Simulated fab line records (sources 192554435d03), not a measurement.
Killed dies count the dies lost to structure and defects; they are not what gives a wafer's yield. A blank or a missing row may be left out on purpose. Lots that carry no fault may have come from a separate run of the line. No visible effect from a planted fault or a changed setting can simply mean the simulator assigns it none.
fab line records :: flow n5Finfet :: part 2 of 2: steps 31 to 40 of 40
[record]
  lots = 5
  wafers = 15
  lastDay = 17
route steps=1938 shown STI_FIN_REVEAL@194 DUMMY_GATE@212
lots that met no fault: from a run of the same line without faults
startH: hours from the record's first day to the start of the lot's first wafer shown :: waitH: hours elapsed since this lot's preceding step :: " the same as in the row above :: L1.1+2: one row covering several wafers at once :: - value missing, or start not given :: * or withheld: withheld :: < > ~ a bound
route shown NAME@n: a module of which the file shows steps, and the number in the route of the first :: usual: average and standard deviation across the fault-free wafers :: same: alike in all rows :: chamber/n: place in a boat :: sites: per-site readings :: _std_site: standard deviation of those values :: _edge_site: mean of outer sites minus mean of inner sites :: radiusMm: how far each site lies from the wafer's centre :: mask NAME#n: copy n :: behind: the last tool/chamber to shape the wafer :: hold: reason for holding the lot/hours on hold/outcome of the hold :: device: the n, p or np transistor that did not switch :: end of line: the same wafers' tests at the end of the route :: for a step that has no rows: nothing shown but its recipe :: killed: dies that structure and defects cost at the first sort, which is not the same as the wafer's yield :: map: per-die view of a wafer (x killed, . not killed, _ where there is no die)
set.NAME: the setting as run; set.NAME@STEP: as run at that earlier step :: model.NAME: the simulator's own value behind a step, which no gauge read
certain route steps with their lots: each step a table, each wafer a row
services: when a tool's chamber went out of use (startH, in hours from the record's first day, below 0 if earlier), for how many hours, and the reason
[[steps]]
[step N5_DUMMY_GATE_COAT_28]
[recipe]
  resist = underlayer
  tempC = 205
  timeS = 60
  spinRpm = 1500
  resistThkNm = 10
[usual]
  resistLineTempC = 22.98/0.097
lot.wafer: L082.2
tool: lithoTrack-03
chamber: 0
startH: -
waitH: -
resistLineTempC: 22.88

lot.wafer: L082.4
tool: lithoTrack-03
chamber: 0
startH: -
waitH: -
resistLineTempC: 23.06

lot.wafer: L082.5
tool: lithoTrack-03
chamber: 0
startH: -
waitH: -
resistLineTempC: 23.27

lot.wafer: L091.1
tool: lithoTrack-02
chamber: 0
startH: -
waitH: -
resistLineTempC: 23.07

lot.wafer: L091.2
tool: lithoTrack-02
chamber: 0
startH: -
waitH: -
resistLineTempC: 22.87

lot.wafer: L091.5
tool: lithoTrack-02
chamber: 0
startH: -
waitH: -
resistLineTempC: 22.89

lot.wafer: L093.1
tool: lithoTrack-02
chamber: 0
startH: -
waitH: -
resistLineTempC: 23.05

lot.wafer: L093.2
tool: lithoTrack-02
chamber: 0
startH: -
waitH: -
resistLineTempC: 23.08

lot.wafer: L093.3
tool: lithoTrack-02
chamber: 0
startH: -
waitH: -
resistLineTempC: 23.06

lot.wafer: L094.1
tool: lithoTrack-01
chamber: 0
startH: -
waitH: -
resistLineTempC: 23.20

lot.wafer: L094.5
tool: lithoTrack-01
chamber: 0
startH: -
waitH: -
resistLineTempC: 23.04

lot.wafer: L094.6
tool: lithoTrack-01
chamber: 0
startH: -
waitH: -
resistLineTempC: 23.10

lot.wafer: L097.2
tool: lithoTrack-01
chamber: 0
startH: -
waitH: -
resistLineTempC: 22.87

lot.wafer: L097.4
tool: lithoTrack-01
chamber: 0
startH: -
waitH: -
resistLineTempC: 23.02

lot.wafer: L097.6
tool: lithoTrack-01
chamber: 0
startH: -
waitH: -
resistLineTempC: 23.03
[step N5_DUMMY_GATE_COAT_09]
[recipe]
  resist = CAR-EUV
  spinRpm = 1500
  resistThkNm = 30
[usual]
  resistLineTempC = 23.00/0.1
lot.wafer: L082.2
tool: lithoTrack-03
chamber: 0
startH: -
waitH: -
resistLineTempC: 22.77

lot.wafer: L082.4
tool: lithoTrack-03
chamber: 0
startH: -
waitH: -
resistLineTempC: 22.90

lot.wafer: L082.5
tool: lithoTrack-03
chamber: 0
startH: -
waitH: -
resistLineTempC: 22.93

lot.wafer: L091.1
tool: lithoTrack-02
chamber: 0
startH: -
waitH: -
resistLineTempC: 23.00

lot.wafer: L091.2
tool: lithoTrack-02
chamber: 0
startH: -
waitH: -
resistLineTempC: 22.89

lot.wafer: L091.5
tool: lithoTrack-02
chamber: 0
startH: -
waitH: -
resistLineTempC: 23.00

lot.wafer: L093.1
tool: lithoTrack-02
chamber: 0
startH: -
waitH: -
resistLineTempC: 22.93

lot.wafer: L093.2
tool: lithoTrack-02
chamber: 0
startH: -
waitH: -
resistLineTempC: 23.08

lot.wafer: L093.3
tool: lithoTrack-02
chamber: 0
startH: -
waitH: -
resistLineTempC: 23.04

lot.wafer: L094.1
tool: lithoTrack-01
chamber: 0
startH: -
waitH: -
resistLineTempC: 22.94

lot.wafer: L094.5
tool: lithoTrack-01
chamber: 0
startH: -
waitH: -
resistLineTempC: 22.96

lot.wafer: L094.6
tool: lithoTrack-01
chamber: 0
startH: -
waitH: -
resistLineTempC: 22.86

lot.wafer: L097.2
tool: lithoTrack-01
chamber: 0
startH: -
waitH: -
resistLineTempC: 22.91

lot.wafer: L097.4
tool: lithoTrack-01
chamber: 0
startH: -
waitH: -
resistLineTempC: 22.95

lot.wafer: L097.6
tool: lithoTrack-01
chamber: 0
startH: -
waitH: -
resistLineTempC: 22.96
[step N5_DUMMY_GATE_EBR_11]
[recipe]
  solvent = PGMEA
  ebrWidthMm = 1.5
[usual]
  resistLineTempC = 23.01/0.1
lot.wafer: L082.2
tool: lithoTrack-03
chamber: 0
startH: -
waitH: -
resistLineTempC: 22.93

lot.wafer: L082.4
tool: lithoTrack-03
chamber: 0
startH: -
waitH: -
resistLineTempC: 23.15

lot.wafer: L082.5
tool: lithoTrack-03
chamber: 0
startH: -
waitH: -
resistLineTempC: 22.96

lot.wafer: L091.1
tool: lithoTrack-02
chamber: 0
startH: -
waitH: -
resistLineTempC: 23.06

lot.wafer: L091.2
tool: lithoTrack-02
chamber: 0
startH: -
waitH: -
resistLineTempC: 23.02

lot.wafer: L091.5
tool: lithoTrack-02
chamber: 0
startH: -
waitH: -
resistLineTempC: 23.19

lot.wafer: L093.1
tool: lithoTrack-02
chamber: 0
startH: -
waitH: -
resistLineTempC: 23.04

lot.wafer: L093.2
tool: lithoTrack-02
chamber: 0
startH: -
waitH: -
resistLineTempC: 22.96

lot.wafer: L093.3
tool: lithoTrack-02
chamber: 0
startH: -
waitH: -
resistLineTempC: 22.98

lot.wafer: L094.1
tool: lithoTrack-01
chamber: 0
startH: -
waitH: -
resistLineTempC: 22.98

lot.wafer: L094.5
tool: lithoTrack-01
chamber: 0
startH: -
waitH: -
resistLineTempC: 22.85

lot.wafer: L094.6
tool: lithoTrack-01
chamber: 0
startH: -
waitH: -
resistLineTempC: 23.05

lot.wafer: L097.2
tool: lithoTrack-01
chamber: 0
startH: -
waitH: -
resistLineTempC: 23.18

lot.wafer: L097.4
tool: lithoTrack-01
chamber: 0
startH: -
waitH: -
resistLineTempC: 22.97

lot.wafer: L097.6
tool: lithoTrack-01
chamber: 0
startH: -
waitH: -
resistLineTempC: 23.10
[step N5_DUMMY_GATE_SOFTBAKE_10]
[recipe]
  tempC = 110
  timeS = 60
  resist = CAR-EUV
[usual]
  resistLineTempC = 23.00/0.1
lot.wafer: L082.2
tool: lithoTrack-03
chamber: 0
startH: -
waitH: -
resistLineTempC: 23.02

lot.wafer: L082.4
tool: lithoTrack-03
chamber: 0
startH: -
waitH: -
resistLineTempC: 22.88

lot.wafer: L082.5
tool: lithoTrack-03
chamber: 0
startH: -
waitH: -
resistLineTempC: 23.04

lot.wafer: L091.1
tool: lithoTrack-02
chamber: 0
startH: -
waitH: -
resistLineTempC: 23.10

lot.wafer: L091.2
tool: lithoTrack-02
chamber: 0
startH: -
waitH: -
resistLineTempC: 23.31

lot.wafer: L091.5
tool: lithoTrack-02
chamber: 0
startH: -
waitH: -
resistLineTempC: 23.20

lot.wafer: L093.1
tool: lithoTrack-02
chamber: 0
startH: -
waitH: -
resistLineTempC: 22.79

lot.wafer: L093.2
tool: lithoTrack-02
chamber: 0
startH: -
waitH: -
resistLineTempC: 22.79

lot.wafer: L093.3
tool: lithoTrack-02
chamber: 0
startH: -
waitH: -
resistLineTempC: 22.80

lot.wafer: L094.1
tool: lithoTrack-01
chamber: 0
startH: -
waitH: -
resistLineTempC: 23.13

lot.wafer: L094.5
tool: lithoTrack-01
chamber: 0
startH: -
waitH: -
resistLineTempC: 23.00

lot.wafer: L094.6
tool: lithoTrack-01
chamber: 0
startH: -
waitH: -
resistLineTempC: 22.98

lot.wafer: L097.2
tool: lithoTrack-01
chamber: 0
startH: -
waitH: -
resistLineTempC: 23.17

lot.wafer: L097.4
tool: lithoTrack-01
chamber: 0
startH: -
waitH: -
resistLineTempC: 23.07

lot.wafer: L097.6
tool: lithoTrack-01
chamber: 0
startH: -
waitH: -
resistLineTempC: 23.08
[step N5_DUMMY_GATE_EXPOSE_12]
[recipe]
  maskId = GATE
  na = 0.33
  sourceShape = annular
  sigmaInner = 0.2
  sigmaOuter = 0.6
  polarization = unpolarized
  targetCdNm = 25
  doseMj = 34
[usual]
  reticleTempC = 23.02/0.12
lot.wafer: L082.2
tool: euvScanner-01
chamber: 0
startH: 93.16
waitH: -
mask: GATE#0
reticleTempC: 23.13

lot.wafer: L082.4
tool: euvScanner-01
chamber: 0
startH: 93.16
waitH: -
mask: GATE#0
reticleTempC: 23.10

lot.wafer: L082.5
tool: euvScanner-01
chamber: 0
startH: 93.16
waitH: -
mask: GATE#0
reticleTempC: 23.10

lot.wafer: L091.1
tool: euvScanner-02
chamber: 0
startH: 146.82
waitH: -
mask: GATE#0
reticleTempC: 22.97

lot.wafer: L091.2
tool: euvScanner-02
chamber: 0
startH: 146.82
waitH: -
mask: GATE#0
reticleTempC: 23.04

lot.wafer: L091.5
tool: euvScanner-02
chamber: 0
startH: 146.82
waitH: -
mask: GATE#0
reticleTempC: 23.02

lot.wafer: L093.1
tool: euvScanner-01
chamber: 0
startH: 160.67
waitH: -
mask: GATE#0
reticleTempC: 23.20

lot.wafer: L093.2
tool: euvScanner-01
chamber: 0
startH: 160.67
waitH: -
mask: GATE#0
reticleTempC: 22.99

lot.wafer: L093.3
tool: euvScanner-01
chamber: 0
startH: 160.67
waitH: -
mask: GATE#0
reticleTempC: 23.12

lot.wafer: L094.1
tool: euvScanner-01
chamber: 0
startH: 166.07
waitH: -
mask: GATE#0
reticleTempC: 23.14

lot.wafer: L094.5
tool: euvScanner-01
chamber: 0
startH: 166.07
waitH: -
mask: GATE#0
reticleTempC: 23.10

lot.wafer: L094.6
tool: euvScanner-01
chamber: 0
startH: 166.07
waitH: -
mask: GATE#0
reticleTempC: 22.98

lot.wafer: L097.2
tool: euvScanner-01
chamber: 0
startH: 182.99
waitH: -
mask: GATE#0
reticleTempC: 23.03

lot.wafer: L097.4
tool: euvScanner-01
chamber: 0
startH: 182.99
waitH: -
mask: GATE#0
reticleTempC: 23.07

lot.wafer: L097.6
tool: euvScanner-01
chamber: 0
startH: 182.99
waitH: -
mask: GATE#0
reticleTempC: 22.97
[step N5_DUMMY_GATE_PEB_13]
[recipe]
  pebTempC = 100
  pebTimeS = 60
  resist = CAR-EUV
[usual]
  resistLineTempC = 23.02/0.12
lot.wafer: L082.2
tool: lithoTrack-02
chamber: 0
startH: 93.21
waitH: 0.0
resistLineTempC: 22.97

lot.wafer: L082.4
tool: lithoTrack-02
chamber: 0
startH: 93.21
waitH: 0.0
resistLineTempC: 23.02

lot.wafer: L082.5
tool: lithoTrack-02
chamber: 0
startH: 93.21
waitH: 0.0
resistLineTempC: 23.17

lot.wafer: L091.1
tool: lithoTrack-01
chamber: 0
startH: 146.88
waitH: 0.1
resistLineTempC: 22.95

lot.wafer: L091.2
tool: lithoTrack-01
chamber: 0
startH: 146.88
waitH: 0.1
resistLineTempC: 23.04

lot.wafer: L091.5
tool: lithoTrack-01
chamber: 0
startH: 146.88
waitH: 0.1
resistLineTempC: 22.95

lot.wafer: L093.1
tool: lithoTrack-01
chamber: 0
startH: 160.73
waitH: 0.1
resistLineTempC: 22.85

lot.wafer: L093.2
tool: lithoTrack-01
chamber: 0
startH: 160.73
waitH: 0.1
resistLineTempC: 23.05

lot.wafer: L093.3
tool: lithoTrack-01
chamber: 0
startH: 160.73
waitH: 0.1
resistLineTempC: 23.07

lot.wafer: L094.1
tool: lithoTrack-01
chamber: 0
startH: 166.13
waitH: 0.1
resistLineTempC: 23.10

lot.wafer: L094.5
tool: lithoTrack-01
chamber: 0
startH: 166.13
waitH: 0.1
resistLineTempC: 23.06

lot.wafer: L094.6
tool: lithoTrack-01
chamber: 0
startH: 166.13
waitH: 0.1
resistLineTempC: 23.02

lot.wafer: L097.2
tool: lithoTrack-01
chamber: 0
startH: 183.05
waitH: 0.0
resistLineTempC: 22.73

lot.wafer: L097.4
tool: lithoTrack-01
chamber: 0
startH: 183.05
waitH: 0.0
resistLineTempC: 22.72

lot.wafer: L097.6
tool: lithoTrack-01
chamber: 0
startH: 183.05
waitH: 0.0
resistLineTempC: 22.71
[step N5_DUMMY_GATE_DEVELOP_14]
[recipe]
  developTimeS = 30
  developer = TMAH
  resist = CAR-EUV
  rinseLiquid = surfactantRinse
  dry = airSpin
  devTempC = 23
[usual]
  resistLineTempC = 22.99/0.11
[same]
  developTimeS = 30
lot.wafer: L082.2
tool: lithoTrack-02
chamber: 0
startH: -
waitH: -
resistLineTempC: 22.82

lot.wafer: L082.4
tool: lithoTrack-02
chamber: 0
startH: -
waitH: -
resistLineTempC: 23.01

lot.wafer: L082.5
tool: lithoTrack-02
chamber: 0
startH: -
waitH: -
resistLineTempC: 22.99

lot.wafer: L091.1
tool: lithoTrack-01
chamber: 0
startH: -
waitH: -
resistLineTempC: 23.17

lot.wafer: L091.2
tool: lithoTrack-01
chamber: 0
startH: -
waitH: -
resistLineTempC: 23.11

lot.wafer: L091.5
tool: lithoTrack-01
chamber: 0
startH: -
waitH: -
resistLineTempC: 23.01

lot.wafer: L093.1
tool: lithoTrack-01
chamber: 0
startH: -
waitH: -
resistLineTempC: 23.02

lot.wafer: L093.2
tool: lithoTrack-01
chamber: 0
startH: -
waitH: -
resistLineTempC: 22.78

lot.wafer: L093.3
tool: lithoTrack-01
chamber: 0
startH: -
waitH: -
resistLineTempC: 22.89

lot.wafer: L094.1
tool: lithoTrack-01
chamber: 0
startH: -
waitH: -
resistLineTempC: 22.93

lot.wafer: L094.5
tool: lithoTrack-01
chamber: 0
startH: -
waitH: -
resistLineTempC: 22.95

lot.wafer: L094.6
tool: lithoTrack-01
chamber: 0
startH: -
waitH: -
resistLineTempC: 22.93

lot.wafer: L097.2
tool: lithoTrack-01
chamber: 0
startH: -
waitH: -
resistLineTempC: 22.90

lot.wafer: L097.4
tool: lithoTrack-01
chamber: 0
startH: -
waitH: -
resistLineTempC: 22.88

lot.wafer: L097.6
tool: lithoTrack-01
chamber: 0
startH: -
waitH: -
resistLineTempC: 22.89
[step N5_DUMMY_GATE_CD_MEAS_15]
[recipe]
  targetCdNm = 25.8
  landingEnergyEv = 500
  detector = seInlens
[usual]
  cdNm = 24.95/0.25
lot.wafer: L082.2
tool: cdSem-01
chamber: 0
startH: 93.28
waitH: -
cdNm: 25.38

lot.wafer: L082.4
tool: cdSem-01
chamber: 0
startH: 93.28
waitH: -
cdNm: 24.95

lot.wafer: L082.5
tool: cdSem-01
chamber: 0
startH: 93.28
waitH: -
cdNm: 25.11

lot.wafer: L091.1
tool: cdSem-01
chamber: 0
startH: 146.95
waitH: -
cdNm: 24.89

lot.wafer: L091.2
tool: cdSem-01
chamber: 0
startH: 146.95
waitH: -
cdNm: 24.79

lot.wafer: L091.5
tool: cdSem-01
chamber: 0
startH: 146.95
waitH: -
cdNm: 24.99

lot.wafer: L093.1
tool: cdSem-03
chamber: 0
startH: 160.80
waitH: -
cdNm: 25.43

lot.wafer: L093.2
tool: cdSem-03
chamber: 0
startH: 160.80
waitH: -
cdNm: 25.32

lot.wafer: L093.3
tool: cdSem-03
chamber: 0
startH: 160.80
waitH: -
cdNm: 24.94

lot.wafer: L094.1
tool: cdSem-01
chamber: 0
startH: 166.20
waitH: -
cdNm: 24.85

lot.wafer: L094.5
tool: cdSem-01
chamber: 0
startH: 166.20
waitH: -
cdNm: 25.04

lot.wafer: L094.6
tool: cdSem-01
chamber: 0
startH: 166.20
waitH: -
cdNm: 25.35

lot.wafer: L097.2
tool: cdSem-03
chamber: 0
startH: 183.12
waitH: -
cdNm: 24.67

lot.wafer: L097.4
tool: cdSem-03
chamber: 0
startH: 183.12
waitH: -
cdNm: 25.14

lot.wafer: L097.6
tool: cdSem-03
chamber: 0
startH: 183.12
waitH: -
cdNm: 24.78
[step N5_DUMMY_GATE_OVL_MEAS_16]
[recipe]
  pointsPerWafer = 522
[usual]
  GATE_OVL = -0.4/0.62
lot.wafer: L082.2
tool: overlay-01
chamber: 0
startH: 93.32
waitH: 0.0
GATE_OVL[nm]: -0.7

lot.wafer: L082.4
tool: overlay-01
chamber: 0
startH: 93.32
waitH: 0.0
GATE_OVL[nm]: -0.2

lot.wafer: L082.5
tool: overlay-01
chamber: 0
startH: 93.32
waitH: 0.0
GATE_OVL[nm]: 0.5

lot.wafer: L091.1
tool: overlay-02
chamber: 0
startH: 146.99
waitH: 0.0
GATE_OVL[nm]: -0.9

lot.wafer: L091.2
tool: overlay-02
chamber: 0
startH: 146.99
waitH: 0.0
GATE_OVL[nm]: -0.8

lot.wafer: L091.5
tool: overlay-02
chamber: 0
startH: 146.99
waitH: 0.0
GATE_OVL[nm]: -0.4

lot.wafer: L093.1
tool: overlay-01
chamber: 0
startH: 160.84
waitH: 0.0
GATE_OVL[nm]: -0.3

lot.wafer: L093.2
tool: overlay-01
chamber: 0
startH: 160.84
waitH: 0.0
GATE_OVL[nm]: -1.1

lot.wafer: L093.3
tool: overlay-01
chamber: 0
startH: 160.84
waitH: 0.0
GATE_OVL[nm]: -1.6

lot.wafer: L094.1
tool: overlay-02
chamber: 0
startH: 166.24
waitH: 0.0
GATE_OVL[nm]: -0.7

lot.wafer: L094.5
tool: overlay-02
chamber: 0
startH: 166.24
waitH: 0.0
GATE_OVL[nm]: -0.1

lot.wafer: L094.6
tool: overlay-02
chamber: 0
startH: 166.24
waitH: 0.0
GATE_OVL[nm]: -0.1

lot.wafer: L097.2
tool: overlay-01
chamber: 0
startH: 183.16
waitH: 0.0
GATE_OVL[nm]: -0.3

lot.wafer: L097.4
tool: overlay-01
chamber: 0
startH: 183.16
waitH: 0.0
GATE_OVL[nm]: -1.2

lot.wafer: L097.6
tool: overlay-01
chamber: 0
startH: 183.16
waitH: 0.0
GATE_OVL[nm]: -0.5
[step N5_DUMMY_GATE_INSPECT_17]
[recipe]
  mode = adi
  inspectInstrument = brightfield
[usual]
  rawDefectCount = 193/48
lot.wafer: L082.2
tool: defectInspect-01
chamber: -
startH: 93.37
waitH: 0.0
rawDefectCount: 177

lot.wafer: L082.4
tool: defectInspect-01
chamber: -
startH: 93.37
waitH: 0.0
rawDefectCount: 196

lot.wafer: L082.5
tool: defectInspect-01
chamber: -
startH: 93.37
waitH: 0.0
rawDefectCount: 209

lot.wafer: L091.1
tool: defectInspect-01
chamber: -
startH: 147.05
waitH: 0.1
rawDefectCount: 226

lot.wafer: L091.2
tool: defectInspect-01
chamber: -
startH: 147.05
waitH: 0.1
rawDefectCount: 182

lot.wafer: L091.5
tool: defectInspect-01
chamber: -
startH: 147.05
waitH: 0.1
rawDefectCount: 127

lot.wafer: L093.1
tool: defectInspect-02
chamber: -
startH: 160.90
waitH: 0.1
rawDefectCount: 198

lot.wafer: L093.2
tool: defectInspect-02
chamber: -
startH: 160.90
waitH: 0.1
rawDefectCount: 199

lot.wafer: L093.3
tool: defectInspect-02
chamber: -
startH: 160.90
waitH: 0.1
rawDefectCount: 190

lot.wafer: L094.1
tool: defectInspect-02
chamber: -
startH: 166.30
waitH: 0.1
rawDefectCount: 145

lot.wafer: L094.5
tool: defectInspect-02
chamber: -
startH: 166.30
waitH: 0.1
rawDefectCount: 129

lot.wafer: L094.6
tool: defectInspect-02
chamber: -
startH: 166.30
waitH: 0.1
rawDefectCount: 139

lot.wafer: L097.2
tool: defectInspect-01
chamber: -
startH: 183.22
waitH: 0.1
rawDefectCount: 211

lot.wafer: L097.4
tool: defectInspect-01
chamber: -
startH: 183.22
waitH: 0.1
rawDefectCount: 168

lot.wafer: L097.6
tool: defectInspect-01
chamber: -
startH: 183.22
waitH: 0.1
rawDefectCount: 197
[[services]]
tool: euvScanner-02
chamber: -
startH: 60.20
hours: 1.0
kind: pm

tool: wetBench-02
chamber: -
startH: 61.01
hours: 6.3
kind: repair

tool: euvScanner-01
chamber: -
startH: 61.21
hours: 1.0
kind: pm

tool: pecvd-01
chamber: -
startH: 64.75
hours: 1.1
kind: repair

tool: euvScanner-02
chamber: -
startH: 69.10
hours: 4.6
kind: pm

tool: vaporEtch-01
chamber: -
startH: 78.71
hours: 0.2
kind: repair

tool: plasmaAsher-02
chamber: -
startH: 82.43
hours: 0.9
kind: repair

tool: aldSin-04
chamber: -
startH: 85.25
hours: 14.0
kind: pm

tool: rieSi-03
chamber: 1
startH: 91.18
hours: 11.2
kind: repair

tool: euvScanner-01
chamber: -
startH: 93.55
hours: 0.3
kind: repair

tool: aldSin-04
chamber: -
startH: 99.25
hours: 15.6
kind: pm

tool: wetBench-01
chamber: -
startH: 105.15
hours: 2.6
kind: repair

tool: lpcvd-01
chamber: -
startH: 105.64
hours: 2.8
kind: pm

tool: remotePlasma-02
chamber: -
startH: 107.75
hours: 0.2
kind: repair

tool: euvScanner-01
chamber: -
startH: 112.98
hours: 1.0
kind: pm

tool: aldSin-04
chamber: -
startH: 114.85
hours: 6.1
kind: pm

tool: wetBench-04
chamber: -
startH: 120.96
hours: 0.8
kind: repair

tool: vaporEtch-01
chamber: 1
startH: 121.53
hours: 1.8
kind: repair

tool: cmp-04
chamber: -
startH: 131.04
hours: 0.9
kind: repair

tool: pecvd-02
chamber: -
startH: 136.08
hours: 14.6
kind: pm

tool: euvScanner-01
chamber: -
startH: 140.87
hours: 2.1
kind: repair

tool: rieSi-03
chamber: 0
startH: 141.89
hours: 4.0
kind: repair

tool: pecvd-02
chamber: 0
startH: 153.68
hours: 4.6
kind: repair

tool: euvScanner-01
chamber: -
startH: 169.13
hours: 1.0
kind: pm
